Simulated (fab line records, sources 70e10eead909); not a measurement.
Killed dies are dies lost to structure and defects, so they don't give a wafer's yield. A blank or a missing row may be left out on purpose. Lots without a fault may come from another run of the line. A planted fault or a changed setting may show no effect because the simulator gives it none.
Which tool did it? | flow nand_harc | 13 lots, 39 wafers sampled, at 5 steps of a route of 1302

WHAT THE GAUGES READ, wafer by wafer
NHARC_END_SORT_01. Usual: defect_limited_yield 91.6 %, standard deviation 2.8; killed_at_array 53, standard deviation 19; killed_at_other 0.8, standard deviation 1.2; killed_at_periphery 3.7, standard deviation 2.3; killed_dies 57, standard deviation 19; killed_open 3.2, standard deviation 1.7; killed_short 2.6, standard deviation 1.8; sort_bin_2_pct 3.0 %, standard deviation 1.2; sort_bin_3_pct 0.7 %, standard deviation 0.4; sort_bin_4_pct 4.8 %, standard deviation 1.5; sort_n_pass 620, standard deviation 19; sort_rim_yield_pct 90 %, standard deviation 4.8; sort_yield_pct 91.6 %, standard deviation 2.8.
lot  | measured     | on        | defect_limited_yield (%) | killed_at_array | killed_at_other | killed_at_periphery | killed_dies | killed_open | killed_short | sort_bin_2_pct (%) | sort_bin_3_pct (%) | sort_bin_4_pct (%) | sort_n_pass | sort_rim_yield_pct (%) | sort_yield_pct (%) | flag
L442 | day 27 00:16 | prober-01 | 87.3 85.5 87.7           | 85 95 82        | 0 0 0           | 1 3 1               | 86 98 83    | 3 3 0       | 0 3 0        | 5.6 5.9 5.8        | 0.9 1.2 0.9        | 6.2 7.4 5.6        | 591 579 594 | 82 86 78               | 87.3 85.5 87.7     |
L453 | day 30 20:44 | prober-02 | 0 0 0                    | 74 82 81        | 603 590 593     | 0 5 3               | 677 677 677 | 2 3 4       | 4 0 3        | 92.0 91.7 92.5     | 1.3 1.5 1.0        | 6.6 6.8 6.5        | 0 0 0       | 0 0 0                  | 0 0 0              | OFF
L452 | day 31 05:14 | prober-01 | 0 0 0                    | 32 25 22        | 643 649 652     | 2 3 3               | 677 677 677 | 2 3 3       | 0 1 2        | 96.3 96.8 97.2     | 0.3 0.3 0.3        | 3.4 3.0 2.5        | 0 0 0       | 0 0 0                  | 0 0 0              | OFF
L454 | day 30 20:38 | prober-01 | 0 0 0                    | 51 59 62        | 623 615 611     | 3 3 4               | 677 677 677 | 3 2 3       | 1 1 5        | 94.7 93.9 94.4     | 1.0 0.1 0.4        | 4.3 5.9 5.2        | 0 0 0       | 0 0 0                  | 0 0 0              | OFF

WHICH TOOL RAN EACH LOT (tool, then ch and the chambers of the sampled wafers, then the start)
lot  | NHARC_THIN_TSV_STRIP_45              | NHARC_THIN_TSV_ECD_20          | NHARC_THIN_TSV_ANNEAL_52         | NHARC_THIN_TSV_DEGAS_53
L439 | plasma_asher-01 ch 0,1, day 24 11:22 | ecd_cu-01 ch 0,1, day 24 13:33 | rtp_anneal-01 ch 0, day 24 14:19 | pvd_sputter-03, day 24 15:07
L441 | plasma_asher-02 ch 0,1, day 25 00:35 | ecd_cu-02 ch 0,1, day 25 02:53 | rtp_anneal-01 ch 0, day 25 03:31 | pvd_sputter-02, day 25 04:12
L442 | plasma_asher-01 ch 0,1, day 26 09:44 | ecd_cu-01 ch 1, day 26 11:53   | rtp_anneal-02 ch 0, day 26 12:40 | pvd_sputter-01, day 26 13:25
L443 | plasma_asher-02 ch 0, day 26 18:47   | ecd_cu-02 ch 0,1, day 26 20:57 | rtp_anneal-02 ch 0, day 26 21:41 | pvd_sputter-01, day 26 22:47
L445 | plasma_asher-01 ch 0,1, day 26 19:57 | ecd_cu-02 ch 0,1, day 26 22:09 | rtp_anneal-02 ch 0, day 26 22:53 | pvd_sputter-02, day 27 00:00
L450 | plasma_asher-02 ch 0,1, day 27 23:52 | ecd_cu-02 ch 0,1, day 28 02:19 | rtp_anneal-02 ch 0, day 28 03:02 | pvd_sputter-01, day 28 03:50
L448 | plasma_asher-01 ch 0,1, day 28 07:05 | ecd_cu-01 ch 0,1, day 28 09:19 | rtp_anneal-01 ch 0, day 28 09:59 | pvd_sputter-03, day 28 10:46
L453 | plasma_asher-02 ch 0,1, day 30 06:42 | ecd_cu-01 ch 0,1, day 30 08:59 | rtp_anneal-02 ch 0, day 30 09:42 | pvd_sputter-02, day 30 10:32
L452 | plasma_asher-02 ch 0,1, day 30 07:35 | ecd_cu-02 ch 0,1, day 30 09:54 | rtp_anneal-02 ch 0, day 30 10:35 | pvd_sputter-02, day 30 11:20
L454 | plasma_asher-02 ch 0,1, day 30 08:56 | ecd_cu-01 ch 0,1, day 30 11:08 | rtp_anneal-01 ch 0, day 30 11:52 | pvd_sputter-02, day 30 12:41
L459 | plasma_asher-01 ch 0,1, day 32 14:44 | ecd_cu-01 ch 0,1, day 32 16:56 | rtp_anneal-02 ch 0, day 32 17:40 | pvd_sputter-02, day 32 18:29
L461 | plasma_asher-01 ch 0,1, day 33 00:08 | ecd_cu-02 ch 0,1, day 33 02:17 | rtp_anneal-02 ch 0, day 33 03:01 | pvd_sputter-03, day 33 03:50
L460 | plasma_asher-02 ch 0,1, day 33 04:28 | ecd_cu-01 ch 0,1, day 33 06:50 | rtp_anneal-02 ch 0, day 33 07:29 | pvd_sputter-01, day 33 08:11
- NHARC_THIN_TSV_STRIP_45: strips in O2.
- NHARC_THIN_TSV_ECD_20: material Cu, target thk 2000 nm.
- NHARC_THIN_TSV_ANNEAL_52: time 90 s.
- NHARC_THIN_TSV_DEGAS_53: time 60 s.

WHAT THE TOOLS THEMSELVES READ (means of the sampled wafers that have a number; where no wafer has one, the mark that the record gives instead)
NHARC_THIN_TSV_STRIP_45. Usual: drypump_motor_current_A 6.0 A, standard deviation 0.69; heater_power_w 329 W, standard deviation 38.
lot  | tool            | drypump_motor_current_A (A) | heater_power_w (W) | flag
L439 | plasma_asher-01 | 6.3                         | 332                |
L441 | plasma_asher-02 | 5.2                         | 355                |
L442 | plasma_asher-01 | 6.5                         | 305                |
L443 | plasma_asher-02 | 6.3                         | 301                |
L445 | plasma_asher-01 | 6.4                         | 331                |
L450 | plasma_asher-02 | 5.8                         | 326                |
L448 | plasma_asher-01 | 6.4                         | 328                |
L453 | plasma_asher-02 | 5.2                         | 357                |
L452 | plasma_asher-02 | 5.2                         | 352                |
L454 | plasma_asher-02 | 5.2                         | 353                |
L459 | plasma_asher-01 | 6.4                         | 325                |
L461 | plasma_asher-01 | 6.5                         | 305                |
L460 | plasma_asher-02 | 5.8                         | 328                |

NHARC_THIN_TSV_ANNEAL_52. Usual: wafer_temp_C_max 226.8, standard deviation 0.36.
lot  | tool          | wafer_temp_C_max | flag
L439 | rtp_anneal-01 | 226.7            |
L441 | rtp_anneal-01 | 226.6            |
L442 | rtp_anneal-02 | 226.9            |
L443 | rtp_anneal-02 | 226.9            |
L445 | rtp_anneal-02 | 226.6            |
L450 | rtp_anneal-02 | 226.5            |
L448 | rtp_anneal-01 | 226.5            |
L453 | rtp_anneal-02 | 226.8            |
L452 | rtp_anneal-02 | 226.8            |
L454 | rtp_anneal-01 | 226.7            |
L459 | rtp_anneal-02 | 226.7            |
L461 | rtp_anneal-02 | 226.9            |
L460 | rtp_anneal-02 | 226.7            |

NHARC_THIN_TSV_DEGAS_53. Usual: heater_power_w 462 W, standard deviation 44.
lot  | tool           | heater_power_w (W) | flag
L439 | pvd_sputter-03 | 501                |
L441 | pvd_sputter-02 | 440                |
L442 | pvd_sputter-01 | 463                |
L443 | pvd_sputter-01 | 451                |
L445 | pvd_sputter-02 | 462                |
L450 | pvd_sputter-01 | 433                |
L448 | pvd_sputter-03 | 503                |
L453 | pvd_sputter-02 | 436                |
L452 | pvd_sputter-02 | 462                |
L454 | pvd_sputter-02 | 436                |
L459 | pvd_sputter-02 | 473                |
L461 | pvd_sputter-03 | 526                |
L460 | pvd_sputter-01 | 441                |

THE ANSWER, worked out from the rows above alone
Rule: a lot is off if the mean of its wafers that have a number lies more than 3 standard deviations from the usual mean. A lot without any number at a reading at which 4 lots or more have one is off too. The other lots that the step has rows for count as sound. The gauges are gone through in route order, then the tools' own readings, and for those a lot's mean is taken as printed above. The first step at which some lot is off is used, and at that step the reading that is off furthest; a lot without a number counts as furthest.
Off: L453, L452, L454, at NHARC_END_SORT_01 (killed_at_other). Neither off nor sound, because the step has no rows for them: L439, L441, L443, L445, L450, L448, L459, L461, L460.
A tool fits if, at a process step before that reading, it ran every lot that is off, and no sound lot after the first of them. The gauges at NHARC_END_SORT_01 are tried like those tools. Can't be told from this: 2 tools fit, plasma_asher-02 at NHARC_THIN_TSV_STRIP_45, pvd_sputter-02 at NHARC_THIN_TSV_DEGAS_53.

WHAT THE SIMULATOR HAD PUT IN
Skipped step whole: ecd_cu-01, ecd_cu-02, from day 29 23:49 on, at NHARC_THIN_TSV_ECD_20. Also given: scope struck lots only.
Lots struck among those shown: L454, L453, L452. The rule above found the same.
